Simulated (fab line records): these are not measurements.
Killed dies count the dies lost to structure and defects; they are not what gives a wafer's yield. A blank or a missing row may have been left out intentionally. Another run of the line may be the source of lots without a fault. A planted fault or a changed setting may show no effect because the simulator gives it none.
A struck lot beside a sound one || flow n5 finfet || 45 out of 1938 route steps
Sound: wafers L433.2, L433.3, L433.5. Struck: wafers L443.2, L443.5. (L443.3 of the same lot was not struck and is left out.) The cause comes at the end.
Per side, at each step with rows, come the tool, then ch with its chambers, and then its first start. Under that, the readings that differ: sound wafers || struck wafers || difference of the means || sigmas: that difference in standard deviations of wafers without a fault.
alike: readings whose means differ by less than 2 such deviations, and words and numbers that are the same on both sides. not compared: withheld readings, readings that some wafer has no value for, bounds like >300 that may hide the same value, and numbers for which the record gives no deviation and whose values overlap.
Wherever a step has rows on one side only, a row that says differs or no value, or a row with sigmas, the two part there. When numbers do not overlap yet have no deviation, they are printed without sigmas and do not part them. Lack of a reading on every wafer of one side parts them only where that side has two or more wafers.

first, 2 steps without rows for these wafers: N5_BEOL_M12_PRE_CLEAN_42 (time 30 s); N5_BEOL_M12_SPUTTER_43 (material TaN, target thk 15 nm, time 24.19 s).
N5_BEOL_M12_SPUTTER_44: material Ta, target thk 10 nm, time 16.13 s.
  sound: pvd sputter-03 at day 11 11:39; struck: pvd sputter-02 at day 14 20:38
  alike: throttle valve pct
N5_BEOL_M12_SPUTTER_45: material Cu, target thk 80 nm, time 13.33 s.
  sound: pvd sputter-03 at day 11 11:44; struck: pvd sputter-02 at day 14 20:43
  alike: throttle valve pct
then, 3 steps without rows for these wafers: N5_BEOL_M12_ECD_47 (material Cu, target thk 720 nm); N5_BEOL_M12_ANNEAL_48 (time 90 s); N5_BEOL_M12_CMP_49 (polishes, stops on SiOC, t overpolish 20.6 s, target thk 320 nm).
N5_BEOL_M12_THK_MEAS_50: measures by xrf.
  sound: film metro-02 at day 11 12:45; struck: film metro-02 at day 14 22:40
  alike: M12_THK
then, 2 steps without rows for these wafers: N5_BEOL_M12_PRE_CLEAN_52 (time 15 s); N5_BEOL_M12_DEP_53 (deposits SiCN from 3MS/NH3, target thk 30 nm, time 10.5 s).
N5_BEOL_M12_RS_MEAS_54: measures by four-point-probe.
  sound: film metro-01 at day 11 12:53; struck: film metro-02 at day 14 22:47
  alike: M12_RS
N5_BEOL_M12_INSPECT_55: inspects for defects (darkfield).
  sound: defect inspect-01 at day 11 12:55; struck: defect inspect-01 at day 14 22:49
  alike: raw defect count
N5_BEOL_M13_ILD_DEP_00: deposits SiOC from DEMS/O2, target thk 837.92 nm, time 166.4 s.
  sound on pecvd-03 ch 0,2, day 11 12:58; struck on pecvd-03 ch 2, day 14 22:51
  alike: heater power w, rf fwd power W, showerhead plenum p Torr, throttle valve pct
N5_BEOL_M13_THK_MEAS_01:
  sound: film metro-02 at day 11 13:07; struck: film metro-01 at day 14 23:00
{"reading": "M13_ILD_THK (nm)", "sound": "822 821 836", "struck": "661 676", "difference": -158, "sigmas": -16}
then, 8 steps without rows for these wafers: N5_BEOL_M13_COAT_58 (time 60 s, resist thk 89 nm); N5_BEOL_M13_COAT_04 (resist thk 400 nm); N5_BEOL_M13_EBR_06; N5_BEOL_M13_SOFTBAKE_05 (time 60 s); N5_BEOL_M13_EXPOSE_07 (exposes mask V12); N5_BEOL_M13_PEB_08 (peb time 90 s); N5_BEOL_M13_DEVELOP_09 (develop time 45 s); N5_BEOL_M13_HARDBAKE_14 (time 120 s).
N5_BEOL_M13_CD_MEAS_10: target cd 190 nm.
  sound on cd sem-03 ch 0, day 11 13:25; struck on cd sem-01 ch 0, day 14 23:18
  alike: cd nm
N5_BEOL_M13_OVL_MEAS_11:
  sound on overlay-01 ch 0, day 11 13:26; struck on overlay-02 ch 0, day 14 23:20
  alike: V12_OVL
N5_BEOL_M13_INSPECT_12: inspects for defects (macro).
  sound: defect inspect-01 at day 11 13:28; struck: defect inspect-02 at day 14 23:22
  alike: raw defect count
then, 2 steps without rows for these wafers: N5_BEOL_M13_DESCUM_15 (chemistry O2, time 7.9 s); N5_BEOL_M13_ETCH_59 (etches BARC in N2/H2, target depth 89 nm, overetch 26.7 nm, time 67.9 s).
N5_BEOL_M13_VIA_ETCH_16: etches SiOC in C4F8/O2/Ar, target depth 921.7 nm.
  sound on rie diel-02 ch 0,3, day 11 13:35; struck on rie diel-02 ch 0,1, day 14 23:29
  alike: C4F8_flow_sccm, drypump motor current A, oes product au, rf fwd power W, rf vpp V, showerhead plenum p Torr, throttle valve pct
N5_BEOL_M13_STRIP_63: strips in N2/H2.
  sound on plasma asher-02 ch 0,1, day 11 13:49; struck on plasma asher-01 ch 0,1, day 14 23:45
{"reading": "strip time to endpoint s (s)", "sound": "30.2 29.3 28.7", "struck": "27.3 26.1", "difference": -2.7, "sigmas": -3}
  alike: drypump motor current A, h2 flow sccm, heater power w, oes product au
  not compared: rf hours counter h
N5_BEOL_M13_STRIP_64: strips in N2/H2.
  sound on plasma asher-02 ch 0,1, day 11 13:53; struck on plasma asher-01 ch 0,1, day 14 23:49
  alike: drypump motor current A, h2 flow sccm, heater power w, oes product au, strip time to endpoint s
  not compared: rf hours counter h
then, 2 steps without rows for these wafers: N5_BEOL_M13_STRIP_71 (strips in post etch residue remover, time 60 s); N5_BEOL_M13_SRD_72 (time 30 s, dry time 30 s).
N5_BEOL_M13_CD_MEAS_17: target cd 190 nm.
  sound: cd sem-02 at day 11 14:02; struck: cd sem-01 at day 14 23:58
  alike: cd nm
then, 9 steps without rows for these wafers: N5_BEOL_M13_COAT_65 (time 60 s, resist thk 350 nm); N5_BEOL_M13_COAT_66 (time 60 s, resist thk 110 nm); N5_BEOL_M13_COAT_22 (resist thk 300 nm); N5_BEOL_M13_EBR_24; N5_BEOL_M13_SOFTBAKE_23 (time 60 s); N5_BEOL_M13_EXPOSE_25 (exposes mask M13, target cd 210 nm); N5_BEOL_M13_PEB_26 (peb time 90 s); N5_BEOL_M13_DEVELOP_27 (develop time 45 s); N5_BEOL_M13_HARDBAKE_32 (time 120 s).
N5_BEOL_M13_OCD_MEAS_35:
  sound: ocd-01 at day 11 15:09; struck: ocd-02 at day 15 01:07
{"reading": "trench depth nm (nm)", "sound": "417 418 415", "struck": "182 181", "difference": -235, "sigmas": -51}
N5_BEOL_M13_THK_MEAS_50: measures by xrf.
  sound: film metro-02 at day 11 22:08; struck: film metro-02 at day 15 03:08
{"reading": "M13_THK (nm)", "sound": "431 429 427", "struck": "- -", "difference": "no value on the struck wafers", "sigmas": ""}
N5_BEOL_M13_RS_MEAS_54: measures by four-point-probe.
  sound: film metro-01 at day 11 22:16; struck: film metro-01 at day 15 03:16
{"reading": "M13_RS (ohm/sq)", "sound": "0.0446 0.0446 0.0448", "struck": "- -", "difference": "no value on the struck wafers", "sigmas": ""}

WHERE THEY PART
At N5_BEOL_M13_THK_MEAS_01 first; at N5_BEOL_M13_RS_MEAS_54 last (within this record only).

WHY: what had been put in by the simulator
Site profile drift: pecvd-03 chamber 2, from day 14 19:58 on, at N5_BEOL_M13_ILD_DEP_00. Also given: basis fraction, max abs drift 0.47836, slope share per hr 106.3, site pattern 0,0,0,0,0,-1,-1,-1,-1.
